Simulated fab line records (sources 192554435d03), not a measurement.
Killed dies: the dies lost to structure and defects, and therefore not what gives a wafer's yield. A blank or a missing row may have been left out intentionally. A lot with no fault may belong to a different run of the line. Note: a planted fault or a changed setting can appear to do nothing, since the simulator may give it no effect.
Matching of chambers	flow n5_finfet	ald_metal-04 running N5_HKMG_FIN_ALD_21: 4 sister chambers
The step deposits TiN, target thk 1.5 nm, pulse time 1 s, purge time 3 s. 16 wafers are shown with their chamber, then 8 later ones without.

WAFERS PAIRED WITH THEIR CHAMBERS
wafer	chamber	heater_power_w (W)	precursor_pulse_height_rel
L075.1	2	757	0.972
L075.3	0	801	0.977
L075.5	0	813	1.002
L078.1	1	898	0.990
L078.2	0	799	1.020
L078.4	3	1119	1.028
L080.2	1	929	1.011
L080.3	0	818	0.985
L080.4	3	1138	1.005
L083.1	0	787	0.961
L083.2	3	1113	0.980
L083.3	1	920	0.999
L084.2	0	831	0.988
L084.5	3	1117	1.010
L084.6	2	777	1.053
L086.2	3	1113	0.987

SIGNATURES (means of the wafers above)
reading	chamber 0	chamber 1	chamber 2	chamber 3	scatter within a chamber
heater_power_w	808.17	915.67	767.00	1120.00	14
precursor_pulse_height_rel	0.98883	1.00000	1.01250	1.00200	0.0242
Rule: a wafer lies at a distance from a chamber equal to the root of the sum of squares, over the readings, of (its reading less the chamber's mean, divided by the reading's scatter). The wafer belongs to the nearest chamber; if the next one is less than 2 further off, it can't be placed. The scatter: take each reading less its chamber's mean, square it, sum over the shown wafers, divide by the number of wafers less the number of chambers, and take the root.

WAFERS WITHOUT THEIR CHAMBER
wafer	heater_power_w (W)	precursor_pulse_height_rel
L086.4	769	1.000
L086.6	1114	1.020
L091.3	741	0.993
L091.4	1102	0.987
L091.6	1102	0.999
L097.1	767	0.972
L097.3	932	1.010
L097.5	766	1.010

EACH ONE'S CHAMBER
wafer	from the rows above	in truth
L086.4	2	2
L086.6	3	3
L091.3	2	2
L091.4	3	3
L091.6	3	3
L097.1	can't be placed: 2 or 0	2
L097.3	1	1
L097.5	2	2
Correctly placed: 7 of 8. Unplaceable from these rows: 1, with the true chamber sitting among the candidates in 1. Number placed wrongly: 0.
